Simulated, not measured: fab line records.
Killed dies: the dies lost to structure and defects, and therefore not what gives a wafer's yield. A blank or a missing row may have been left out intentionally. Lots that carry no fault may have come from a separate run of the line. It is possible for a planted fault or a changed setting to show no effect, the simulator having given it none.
fab line records | flow n5-finfet
record: lots: 6 | wafers: 18 | last-day: 22
route steps=1938 shown BEOL_M8@1359
lots that met no fault: from a run of the same line without faults
start-h: start of the lot's first displayed wafer, in hours after the record's first day | wait-h: hours from the lot's prior step to this one | " the same as in the row above | L1.1+2: a single row standing in for several wafers | - no value, or no start given | * or withheld: withheld | < > ~ a bound
route shown NAME@n: names a module that has steps shown in the file, with the first one's number in the route | usual: mean and standard deviation over wafers with no fault | same: alike in all rows | chamber/n: place in a boat | sites: the reading at each site | _std_site: the values' standard deviation | _edge_site: inner sites' mean taken away from outer sites' mean | radius-mm: how far each site lies from the wafer's centre | mask NAME#n: copy n | behind: the last tool/chamber to shape the wafer | hold: reason for holding the lot/hours on hold/outcome of the hold | device: transistor that didn't switch, given as n, p or np | end of line: tests run on the same wafers once the route is complete | step lacking rows: just its recipe | killed: not the wafer's yield, but the dies lost to structure and defects at the first sort | map: the dies of a wafer, with x for killed, . for not killed, _ for no die there
set.NAME: the setting that was run; set.NAME@STEP: the one run at that earlier step | model.NAME: the simulator's own value behind a step, which no gauge read
a table for each step, a row for each wafer; lots at some steps of the route
services: from which hour (start-h, from the record's first day; less than 0 if before it) a tool's chamber was out of use, for how many hours, and why
== steps ==
step: N5_BEOL_M8_COAT_22
recipe: resist: CAR-EUV | spin-rpm: 1500 | resist-thk-nm: 30
step: N5_BEOL_M8_EBR_24
recipe: solvent: PGMEA | ebr-width-mm: 1.5
step: N5_BEOL_M8_SOFTBAKE_23
recipe: temp-c: 110 | time-s: 60 | resist: CAR-EUV
step: N5_BEOL_M8_EXPOSE_25
recipe: mask-id: V7 | na: 0.33 | source-shape: annular | sigma-inner: 0.4 | sigma-outer: 0.8 | polarization: unpolarized | target-cd-nm: 40 | dose-mj: 42.5
step: N5_BEOL_M8_PEB_26
recipe: peb-temp-c: 100 | peb-time-s: 60 | resist: CAR-EUV
step: N5_BEOL_M8_DEVELOP_27
recipe: develop-time-s: 30 | developer: TMAH | resist: CAR-EUV | rinse-liquid: surfactant-rinse | dry: air-spin | dev-temp-c: 23
step: N5_BEOL_M8_CD_MEAS_28
recipe: target-cd-nm: 40 | landing-energy-ev: 500 | detector: se-inlens
usual: cd-nm: 40.06/0.25
lot.wafer | tool      | chamber | start-h | wait-h | cd-nm
L197.2    | cd-sem-01 | 0       | 283.01  | -      | 39.90
L197.5    | "         | 0       | "       | "      | 39.76
L197.6    | "         | 0       | "       | "      | 40.10
L198.1    | cd-sem-02 | 0       | 295.06  | -      | 40.08
L198.2    | "         | 0       | "       | "      | 40.18
L198.6    | "         | 0       | "       | "      | 40.49
L206.1    | cd-sem-01 | 0       | 394.14  | -      | 39.89
L206.3    | "         | 0       | "       | "      | 40.31
L206.4    | "         | 0       | "       | "      | 40.19
L215.1    | cd-sem-01 | 0       | 408.17  | -      | 40.30
L215.2    | "         | 0       | "       | "      | 40.37
L215.6    | "         | 0       | "       | "      | 40.38
L209.4    | cd-sem-03 | 0       | 414.28  | -      | 39.79
L209.5    | "         | 0       | "       | "      | 39.93
L209.6    | "         | 0       | "       | "      | 40.37
L200.2    | cd-sem-02 | 0       | 439.51  | -      | 40.57
L200.4    | "         | 0       | "       | "      | 39.67
L200.5    | "         | 0       | "       | "      | 40.22
step: N5_BEOL_M8_OVL_MEAS_29
recipe: points-per-wafer: 522
usual: V7_OVL: -0.6/0.68
lot.wafer | tool       | chamber | start-h | wait-h | V7_OVL[nm]
L197.2    | overlay-01 | 0       | 283.04  | 0.0    | -0.1
L197.5    | "          | 0       | "       | "      | -1.0
L197.6    | "          | 0       | "       | "      | -1.0
L198.1    | overlay-01 | 0       | 295.09  | 0.0    | -1.2
L198.2    | "          | 0       | "       | "      | -0.5
L198.6    | "          | 0       | "       | "      | -1.2
L206.1    | overlay-01 | 0       | 394.17  | 0.0    | 0.2
L206.3    | "          | 0       | "       | "      | -0.2
L206.4    | "          | 0       | "       | "      | -0.2
L215.1    | overlay-01 | 0       | 408.20  | 0.0    | -1.0
L215.2    | "          | 0       | "       | "      | -1.3
L215.6    | "          | 0       | "       | "      | -2.1
L209.4    | overlay-01 | 0       | 414.33  | 0.0    | -0.4
L209.5    | "          | 0       | "       | "      | 0.0
L209.6    | "          | 0       | "       | "      | -0.4
L200.2    | overlay-01 | 0       | 439.54  | 0.0    | -1.6
L200.4    | "          | 0       | "       | "      | -1.8
L200.5    | "          | 0       | "       | "      | -1.1
step: N5_BEOL_M8_INSPECT_30
recipe: mode: adi | inspect-instrument: brightfield
usual: raw-defect-count: 385/89
lot.wafer | tool              | chamber | start-h | wait-h | raw-defect-count
L197.2    | defect-inspect-02 | -       | 283.10  | 0.0    | 349
L197.5    | "                 | -       | "       | "      | 336
L197.6    | "                 | -       | "       | "      | 251
L198.1    | defect-inspect-01 | -       | 295.14  | 0.1    | 287
L198.2    | "                 | -       | "       | "      | 538
L198.6    | "                 | -       | "       | "      | 424
L206.1    | defect-inspect-02 | -       | 394.22  | 0.1    | 472
L206.3    | "                 | -       | "       | "      | 317
L206.4    | "                 | -       | "       | "      | 432
L215.1    | defect-inspect-01 | -       | 408.26  | 0.1    | 360
L215.2    | "                 | -       | "       | "      | 357
L215.6    | "                 | -       | "       | "      | 345
L209.4    | defect-inspect-02 | -       | 414.37  | 0.0    | 373
L209.5    | "                 | -       | "       | "      | 397
L209.6    | "                 | -       | "       | "      | 349
L200.2    | defect-inspect-01 | -       | 439.59  | 0.0    | 449
L200.4    | "                 | -       | "       | "      | 389
L200.5    | "                 | -       | "       | "      | 419
step: N5_BEOL_M8_DESCUM_33
recipe: chemistry: O2 | time-s: 7 | source-power-w: 50 | bias-power-w: 20 | pressure-mtorr: 20 | rf-frequency-hz: 2.712e+07 | temp-c: 40 | resist: CAR-EUV | o2-flow-sccm: 225
usual: drypump-motor-current-A: 5.7/0.34 | oes-product-au: 0.80/0.087 | rf-vpp-V: 243.6/1.4 | showerhead-plenum-p-Torr: 2.12/0.081 | throttle-valve-pct: 20.46/0.17
lot.wafer | tool        | chamber | start-h | wait-h | drypump-motor-current-A | oes-product-au | rf-hours-counter-h | rf-vpp-V | showerhead-plenum-p-Torr | throttle-valve-pct
L197.2    | rie-diel-02 | 0       | 283.15  | 0.1    | 5.6                     | 0.67           | 225                | 240.1    | 1.98                     | 20.42
L197.5    | "           | 2       | "       | "      | 5.7                     | 0.76           | -                  | 245.1    | 2.18                     | 20.54
L197.6    | "           | 3       | "       | "      | 5.7                     | 0.74           | -                  | 241.9    | 2.00                     | 20.67
L198.1    | rie-diel-02 | 3       | 295.18  | 0.0    | 5.6                     | 0.74           | 185                | 241.3    | 2.00                     | 20.68
L198.2    | "           | 1       | "       | "      | 5.7                     | 0.71           | 204                | 244.3    | 2.16                     | 20.48
L198.6    | "           | 1       | "       | "      | 5.8                     | 0.71           | -                  | 243.6    | 2.16                     | 20.49
L206.1    | rie-diel-05 | 2       | 394.37  | 0.1    | 5.8                     | 0.89           | 28                 | 243.7    | 2.13                     | 20.43
L206.3    | "           | 1       | "       | "      | 5.4                     | 0.85           | 61                 | 244.8    | 2.22                     | 20.25
L206.4    | "           | 2       | "       | "      | 5.8                     | 0.89           | -                  | 243.7    | 2.13                     | 20.43
L215.1    | rie-diel-05 | 1       | 408.33  | 0.1    | 5.4                     | 0.85           | 66                 | 245.4    | 2.22                     | 20.26
L215.2    | "           | 0       | "       | "      | 6.3                     | 0.83           | 74                 | 242.9    | 2.12                     | 20.44
L215.6    | "           | 1       | "       | "      | 5.4                     | 0.84           | -                  | 244.1    | 2.22                     | 20.27
L209.4    | rie-diel-05 | 2       | 414.59  | 0.2    | 5.7                     | 0.87           | -                  | 242.7    | 2.13                     | 20.45
L209.5    | "           | 0       | "       | "      | 6.3                     | 0.81           | -                  | 242.9    | 2.12                     | 20.45
L209.6    | "           | 1       | "       | "      | 5.4                     | 0.84           | -                  | 245.6    | 2.22                     | 20.28
L200.2    | rie-diel-02 | 2       | 439.63  | 0.0    | 5.7                     | 0.72           | 184                | 244.3    | 2.16                     | 20.61
L200.4    | "           | 0       | "       | "      | 5.6                     | 0.93           | -                  | 244.8    | 2.23                     | 20.10
L200.5    | "           | 2       | "       | "      | 5.7                     | 0.72           | -                  | 245.6    | 2.16                     | 20.62
step: N5_BEOL_M8_ETCH_72
recipe: chemistry: N2/H2 | target: underlayer | target-depth-a: 65 | mask-material: CAR-EUV | time-s: 5.2 | ion-energy-ev: 200 | pressure-mtorr: 30 | source-w: 840 | bias-w: 150 | n2-flow-sccm: 200 | h2-flow-sccm: 200 | ends: cleared
usual: bias-w: 150.0/0.4 | drypump-motor-current-A: 5.7/0.34 | etch-rf-on-time-s: 5.20/0.09 | oes-product-au: 0.68/0.076 | rf-fwd-power-W: 819.2/2.3 | rf-vpp-V: 525.0/3 | showerhead-plenum-p-Torr: 2.58/0.1 | throttle-valve-pct: 17.92/0.18
lot.wafer | tool        | chamber | start-h | wait-h | bias-w | drypump-motor-current-A | etch-rf-on-time-s | oes-product-au | rf-fwd-power-W | rf-hours-counter-h | rf-vpp-V | showerhead-plenum-p-Torr | throttle-valve-pct
L197.2    | rie-diel-02 | 0       | 283.18  | 0.0    | 150.2  | 5.6                     | 5.23              | 0.59           | 821.7          | 225                | 520.1    | 2.41                     | 17.85
L197.5    | "           | 2       | "       | "      | 150.0  | 5.7                     | 5.18              | 0.66           | 819.2          | -                  | 525.4    | 2.66                     | 18.07
L197.6    | "           | 3       | "       | "      | 150.2  | 5.6                     | 5.37              | 0.63           | 820.9          | -                  | 520.2    | 2.43                     | 18.08
L198.1    | rie-diel-02 | 3       | 295.21  | 0.0    | 149.5  | 5.6                     | 5.37              | 0.62           | 822.4          | 185                | 521.3    | 2.42                     | 18.12
L198.2    | "           | 1       | "       | "      | 149.8  | 5.8                     | 5.20              | 0.61           | 820.1          | 204                | 523.9    | 2.62                     | 17.92
L198.6    | "           | 1       | "       | "      | 149.5  | 5.8                     | 5.14              | 0.61           | 814.4          | -                  | 526.2    | 2.63                     | 17.90
L206.1    | rie-diel-05 | 2       | 394.40  | 0.0    | 149.9  | 5.7                     | 5.09              | 0.76           | 820.8          | 28                 | 525.4    | 2.59                     | 17.80
L206.3    | "           | 1       | "       | "      | 149.6  | 5.4                     | 5.16              | 0.72           | 815.5          | 61                 | 529.1    | 2.70                     | 17.84
L206.4    | "           | 2       | "       | "      | 150.8  | 5.8                     | 5.10              | 0.77           | 822.0          | -                  | 527.6    | 2.59                     | 17.79
L215.1    | rie-diel-05 | 1       | 408.37  | 0.0    | 149.9  | 5.4                     | 5.23              | 0.71           | 820.2          | 66                 | 527.1    | 2.70                     | 17.85
L215.2    | "           | 0       | "       | "      | 150.2  | 6.3                     | 5.29              | 0.70           | 821.6          | 74                 | 524.4    | 2.58                     | 18.01
L215.6    | "           | 1       | "       | "      | 149.9  | 5.4                     | 5.17              | 0.71           | 819.2          | -                  | 526.4    | 2.70                     | 17.83
L209.4    | rie-diel-05 | 2       | 414.61  | 0.0    | 149.6  | 5.8                     | 5.11              | 0.75           | 817.3          | -                  | 525.7    | 2.59                     | 17.83
L209.5    | "           | 0       | "       | "      | 149.7  | 6.3                     | 5.20              | 0.71           | 819.6          | -                  | 527.1    | 2.58                     | 17.98
L209.6    | "           | 1       | "       | "      | 149.5  | 5.4                     | 5.18              | 0.71           | 815.2          | -                  | 527.1    | 2.70                     | 17.85
L200.2    | rie-diel-02 | 2       | 439.66  | 0.0    | 150.0  | 5.7                     | 5.15              | 0.62           | 819.7          | 184                | 526.3    | 2.64                     | 18.18
L200.4    | "           | 0       | "       | "      | 150.1  | 5.6                     | 5.11              | 0.81           | 819.0          | -                  | 528.3    | 2.71                     | 17.47
L200.5    | "           | 2       | "       | "      | 150.0  | 5.7                     | 5.14              | 0.63           | 819.5          | -                  | 527.7    | 2.64                     | 18.17
step: N5_BEOL_M8_ETCH_65
recipe: chemistry: CF4 | target: SiARC | target-depth-a: 156 | mask-material: CAR-EUV | time-s: 26 | ion-energy-ev: 80 | pressure-mtorr: 40 | source-w: 545 | bias-w: 36 | Ar_flow_sccm: 100 | cf4-flow-sccm: 100 | ends: cleared
usual: bias-w: 35.99/0.11 | drypump-motor-current-A: 5.7/0.34 | etch-rf-on-time-s: 26.2/0.43 | oes-product-au: 0.68/0.074 | rf-fwd-power-W: 532.8/2.5 | rf-vpp-V: 184.5/1.2 | showerhead-plenum-p-Torr: 2.17/0.079 | throttle-valve-pct: 15.64/0.19
lot.wafer | tool        | chamber | start-h | wait-h | bias-w | drypump-motor-current-A | etch-rf-on-time-s | oes-product-au | rf-fwd-power-W | rf-hours-counter-h | rf-vpp-V | showerhead-plenum-p-Torr | throttle-valve-pct
L197.2    | rie-diel-02 | 0       | 283.20  | 0.0    | 36.04  | 5.6                     | 26.1              | 0.59           | 536.5          | 225                | 182.9    | 2.04                     | 15.67
L197.5    | "           | 2       | "       | "      | 36.14  | 5.6                     | 25.8              | 0.66           | 532.1          | -                  | 185.6    | 2.23                     | 15.71
L197.6    | "           | 3       | "       | "      | 36.07  | 5.6                     | 26.8              | 0.63           | 536.8          | -                  | 183.0    | 2.05                     | 15.84
L198.1    | rie-diel-02 | 3       | 295.23  | 0.0    | 36.17  | 5.6                     | 26.3              | 0.63           | 530.7          | 185                | 182.7    | 2.04                     | 15.84
L198.2    | "           | 1       | "       | "      | 36.08  | 5.7                     | 25.4              | 0.61           | 531.2          | 204                | 184.9    | 2.21                     | 15.70
L198.6    | "           | 1       | "       | "      | 35.89  | 5.8                     | 25.6              | 0.61           | 532.2          | -                  | 184.1    | 2.21                     | 15.70
L206.1    | rie-diel-05 | 2       | 394.42  | 0.0    | 35.97  | 5.8                     | 25.8              | 0.76           | 531.2          | 28                 | 184.3    | 2.18                     | 15.60
L206.3    | "           | 1       | "       | "      | 36.05  | 5.4                     | 25.9              | 0.72           | 536.2          | 61                 | 184.8    | 2.26                     | 15.40
L206.4    | "           | 2       | "       | "      | 35.99  | 5.7                     | 25.7              | 0.77           | 532.5          | -                  | 184.3    | 2.18                     | 15.61
L215.1    | rie-diel-05 | 1       | 408.38  | 0.0    | 35.85  | 5.4                     | 26.2              | 0.71           | 539.2          | 66                 | 184.5    | 2.26                     | 15.41
L215.2    | "           | 0       | "       | "      | 36.07  | 6.3                     | 26.7              | 0.70           | 533.9          | 74                 | 184.2    | 2.16                     | 15.58
L215.6    | "           | 1       | "       | "      | 36.02  | 5.4                     | 26.2              | 0.71           | 538.5          | -                  | 186.5    | 2.26                     | 15.39
L209.4    | rie-diel-05 | 2       | 414.64  | 0.0    | 36.06  | 5.8                     | 25.8              | 0.75           | 530.4          | -                  | 183.7    | 2.18                     | 15.62
L209.5    | "           | 0       | "       | "      | 35.74  | 6.3                     | 26.3              | 0.70           | 531.2          | -                  | 185.5    | 2.16                     | 15.57
L209.6    | "           | 1       | "       | "      | 36.02  | 5.4                     | 25.9              | 0.72           | 538.7          | -                  | 184.1    | 2.26                     | 15.41
L200.2    | rie-diel-02 | 2       | 439.68  | 0.0    | 35.81  | 5.6                     | 25.8              | 0.62           | 531.6          | 184                | 185.5    | 2.21                     | 15.82
L200.4    | "           | 0       | "       | "      | 35.96  | 5.6                     | 25.9              | 0.80           | 534.4          | -                  | 187.2    | 2.28                     | 15.25
L200.5    | "           | 2       | "       | "      | 35.82  | 5.7                     | 25.6              | 0.63           | 532.1          | -                  | 183.0    | 2.21                     | 15.83
step: N5_BEOL_M8_ETCH_66
recipe: chemistry: N2/H2 | target: SOC | target-depth-a: 800 | overetch-a: 160 | mask-material: SiARC | temp-c: 40 | time-s: 120 | ion-energy-ev: 200 | pressure-mtorr: 30 | source-w: 840 | bias-w: 150 | n2-flow-sccm: 200 | h2-flow-sccm: 200
usual: bias-w: 150.0/0.43 | drypump-motor-current-A: 5.7/0.34 | oes-product-au: 0.61/0.063 | rf-fwd-power-W: 836/3 | rf-vpp-V: 524.9/2.8 | showerhead-plenum-p-Torr: 2.58/0.1 | throttle-valve-pct: 17.88/0.19
lot.wafer | tool        | chamber | start-h | wait-h | bias-w | drypump-motor-current-A | oes-product-au | rf-fwd-power-W | rf-hours-counter-h | rf-vpp-V | showerhead-plenum-p-Torr | throttle-valve-pct | model.SiARC_of_BEOL_M8_COAT_64.thk-nm | model.BEOL_M8.cd-nm
L197.2    | rie-diel-02 | 0       | 283.23  | 0.0    | 150.2  | 5.6                     | 0.53           | 1041           | 225                | 485.0    | 2.41                     | 17.79              | 5.8                                   | 40.4
L197.5    | "           | 2       | "       | "      | 149.7  | 5.7                     | 0.60           | 1040           | -                  | 491.8    | 2.66                     | 18.05              | 5.8                                   | 40.6
L197.6    | "           | 3       | "       | "      | 149.1  | 5.6                     | 0.57           | 1042           | -                  | 485.1    | 2.43                     | 18.04              | 6                                     | 40.6
L198.1    | rie-diel-02 | 3       | 295.26  | 0.0    | 149.8  | 5.6                     | 0.57           | 1037           | 185                | 483.3    | 2.42                     | 18.06              | 5.8                                   | 41
L198.2    | "           | 1       | "       | "      | 149.6  | 5.8                     | 0.55           | 1030           | 204                | 491.4    | 2.62                     | 17.87              | 5.6                                   | 40.6
L198.6    | "           | 1       | "       | "      | 149.6  | 5.8                     | 0.55           | 1036           | -                  | 487.8    | 2.63                     | 17.86              | 5.6                                   | 40.8
L206.1    | rie-diel-05 | 2       | 394.45  | 0.0    | 149.1  | 5.8                     | 0.68           | 836            | 28                 | 526.4    | 2.59                     | 17.77              | 6.4                                   | 40.2
L206.3    | "           | 1       | "       | "      | 149.7  | 5.4                     | 0.64           | 838            | 61                 | 528.8    | 2.70                     | 17.80              | 6.6                                   | 40.4
L206.4    | "           | 2       | "       | "      | 149.8  | 5.7                     | 0.68           | 837            | -                  | 524.5    | 2.59                     | 17.77              | 6.4                                   | 40.4
L215.1    | rie-diel-05 | 1       | 408.41  | 0.0    | 150.4  | 5.4                     | 0.64           | 839            | 66                 | 527.2    | 2.70                     | 17.81              | 6.4                                   | 40.2
L215.2    | "           | 0       | "       | "      | 151.1  | 6.3                     | 0.63           | 836            | 74                 | 524.0    | 2.58                     | 17.95              | 6.4                                   | 40.4
L215.6    | "           | 1       | "       | "      | 150.7  | 5.4                     | 0.64           | 838            | -                  | 528.9    | 2.70                     | 17.81              | 6.4                                   | 40.4
L209.4    | rie-diel-05 | 2       | 414.69  | 0.0    | 149.9  | 5.7                     | 0.67           | 838            | -                  | 525.6    | 2.59                     | 17.77              | 6.6                                   | 40.2
L209.5    | "           | 0       | "       | "      | 149.7  | 6.3                     | 0.64           | 836            | -                  | 525.4    | 2.58                     | 17.94              | 6.4                                   | 40
L209.6    | "           | 1       | "       | "      | 149.6  | 5.4                     | 0.64           | 833            | -                  | 528.3    | 2.70                     | 17.82              | 6.6                                   | 40
L200.2    | rie-diel-02 | 2       | 439.71  | 0.0    | 149.5  | 5.6                     | 0.56           | 836            | 184                | 527.5    | 2.64                     | 18.14              | 6.4                                   | 40.2
L200.4    | "           | 0       | "       | "      | 150.1  | 5.6                     | 0.72           | 836            | -                  | 527.6    | 2.71                     | 17.42              | 6.4                                   | 39.8
L200.5    | "           | 2       | "       | "      | 149.6  | 5.7                     | 0.56           | 834            | -                  | 525.4    | 2.64                     | 18.13              | 6.4                                   | 40
step: N5_BEOL_M8_STRIP_69
recipe: chemistry: N2/H2 | temp-c: 40 | n2-flow-sccm: 200 | h2-flow-sccm: 200 | rf-frequency-hz: 6e+07
step: N5_BEOL_M8_STRIP_73
recipe: chemistry: N2/H2 | temp-c: 40 | n2-flow-sccm: 200 | h2-flow-sccm: 200 | rf-frequency-hz: 6e+07
step: N5_BEOL_M8_VIA_ETCH_34
recipe: chemistry: C4F6/O2 | target: SiCOH_lowk | target-depth-a: 1255 | mask-material: SOC | taper-deg: 4 | time-s: 50.5 | ion-energy-ev: 250 | pressure-mtorr: 30 | source-w: 345 | bias-w: 185 | Ar_flow_sccm: 300 | C4F6_flow_sccm: 10 | O2_flow_sccm: 10
usual: bias-w: 184.9/0.5 | drypump-motor-current-A: 5.7/0.34 | oes-product-au: 0.80/0.087 | rf-fwd-power-W: 341.7/1.4 | rf-vpp-V: 667/6.9 | showerhead-plenum-p-Torr: 2.88/0.1 | throttle-valve-pct: 20.93/0.16
lot.wafer | tool        | chamber | start-h | wait-h | bias-w | drypump-motor-current-A | oes-product-au | rf-fwd-power-W | rf-hours-counter-h | rf-vpp-V | showerhead-plenum-p-Torr | throttle-valve-pct | model.BEOL_M8.cd-nm
L197.2    | rie-diel-02 | 0       | 283.33  | 0.0    | 185.5  | 5.6                     | 0.69           | 341.5          | 225                | 668      | 2.71                     | 20.91              | 40.4
L197.5    | "           | 2       | "       | "      | 184.2  | 5.7                     | 0.76           | 341.2          | -                  | 676      | 2.96                     | 20.99              | 40.6
L197.6    | "           | 3       | "       | "      | 184.4  | 5.7                     | 0.73           | 341.3          | -                  | 661      | 2.72                     | 21.10              | 40.6
L198.1    | rie-diel-02 | 3       | 295.36  | 0.0    | 185.5  | 5.6                     | 0.73           | 342.4          | 185                | 663      | 2.72                     | 21.12              | 41
L198.2    | "           | 1       | "       | "      | 185.2  | 5.8                     | 0.71           | 340.9          | 204                | 664      | 2.93                     | 20.92              | 40.6
L198.6    | "           | 1       | "       | "      | 185.3  | 5.8                     | 0.71           | 341.5          | -                  | 664      | 2.93                     | 20.91              | 41
L206.1    | rie-diel-05 | 2       | 394.55  | 0.0    | 184.2  | 5.8                     | 0.90           | 339.9          | 28                 | 656      | 2.90                     | 20.96              | 40.4
L206.3    | "           | 1       | "       | "      | 185.5  | 5.4                     | 0.84           | 343.1          | 61                 | 664      | 3.01                     | 20.73              | 40.4
L206.4    | "           | 2       | "       | "      | 184.6  | 5.8                     | 0.90           | 340.7          | -                  | 655      | 2.90                     | 20.96              | 40.6
L215.1    | rie-diel-05 | 1       | 408.51  | 0.0    | 185.6  | 5.4                     | 0.84           | 344.1          | 66                 | 663      | 3.01                     | 20.74              | 40.4
L215.2    | "           | 0       | "       | "      | 185.7  | 6.3                     | 0.83           | 341.8          | 74                 | 680      | 2.87                     | 20.87              | 40.2
L215.6    | "           | 1       | "       | "      | 185.2  | 5.4                     | 0.83           | 344.6          | -                  | 664      | 3.01                     | 20.75              | 40.6
L209.4    | rie-diel-05 | 2       | 414.77  | 0.0    | 184.9  | 5.8                     | 0.88           | 341.1          | -                  | 656      | 2.90                     | 21.00              | 40
L209.5    | "           | 0       | "       | "      | 185.0  | 6.3                     | 0.83           | 341.1          | -                  | 681      | 2.87                     | 20.89              | 40
L209.6    | "           | 1       | "       | "      | 186.0  | 5.4                     | 0.84           | 343.2          | -                  | 663      | 3.01                     | 20.75              | 40
L200.2    | rie-diel-02 | 2       | 439.81  | 0.0    | 185.0  | 5.6                     | 0.73           | 341.8          | 184                | 674      | 2.94                     | 21.07              | 40.2
L200.4    | "           | 0       | "       | "      | 184.1  | 5.6                     | 0.93           | 345.5          | -                  | 680      | 3.03                     | 20.59              | 40
L200.5    | "           | 2       | "       | "      | 184.6  | 5.6                     | 0.73           | 341.6          | -                  | 673      | 2.94                     | 21.08              | 40.2
step: N5_BEOL_M8_STRIP_76
recipe: chemistry: C4F6/O2 | resist: SiARC | rf-frequency-hz: 6e+07
== services ==
tool        | chamber | start-h | hours | kind
rie-diel-05 | 2       | 261.55  | -     | clean
rie-diel-05 | 2       | 261.55  | -     | consumable-replace:focus-ring
rie-diel-05 | 2       | 261.55  | 27.8  | scheduled-down
rie-diel-05 | 2       | 261.55  | 27.8  | vent-cycle
rie-diel-05 | 1       | 333.99  | 5.9   | repair
rie-diel-02 | 3       | 335.79  | 4.6   | repair
rie-diel-02 | 0       | 365.28  | -     | clean
rie-diel-02 | 0       | 365.28  | -     | consumable-replace:focus-ring
rie-diel-02 | 0       | 365.28  | -     | consumable-replace:showerhead
rie-diel-02 | 0       | 365.28  | 24.1  | scheduled-down
rie-diel-02 | 0       | 365.28  | 24.1  | vent-cycle
rie-diel-05 | 3       | 401.01  | -     | clean
rie-diel-05 | 3       | 401.01  | -     | consumable-replace:focus-ring
rie-diel-05 | 3       | 401.01  | 23.6  | scheduled-down
rie-diel-05 | 3       | 401.01  | 23.6  | vent-cycle
rie-diel-02 | 0       | 421.32  | 2.2   | repair
rie-diel-02 | 1       | 438.42  | -     | clean
rie-diel-02 | 1       | 438.42  | -     | consumable-replace:focus-ring
== key ==
first-sign: step: N5_BEOL_M8_ETCH_66 | reading: rf-fwd-power-W | direction: up | sigmas: 67 | usual: * | struck: *
effect: step: N5_BEOL_M8_ETCH_66 | reading: rf-vpp-V | direction: down | sigmas: 13 | usual: 524.9 | struck: 487.4
model-effect: step: N5_BEOL_M8_ETCH_66 | value: SiARC_of_BEOL_M8_COAT_64.thk-nm | without: 6.4 | struck: 5.767
model-effect: step: N5_BEOL_M8_VIA_ETCH_34 | value: BEOL_M8.cd-nm | without: 40.2 | struck: 40.7
met-at N5_BEOL_M8_ETCH_66
struck-wafers L197.2,L197.5,L197.6,L198.1,L198.2,L198.6
fault: kind: process-parameter-drift | tool: rie-diel-02 | chamber: - | onset-h: 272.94 | steps: N5_BEOL_M8_ETCH_66 | channel: source-w | offset: 201.6 | shape: step | end-h: 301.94 | acts-in: these-recipes-only | stated: 840
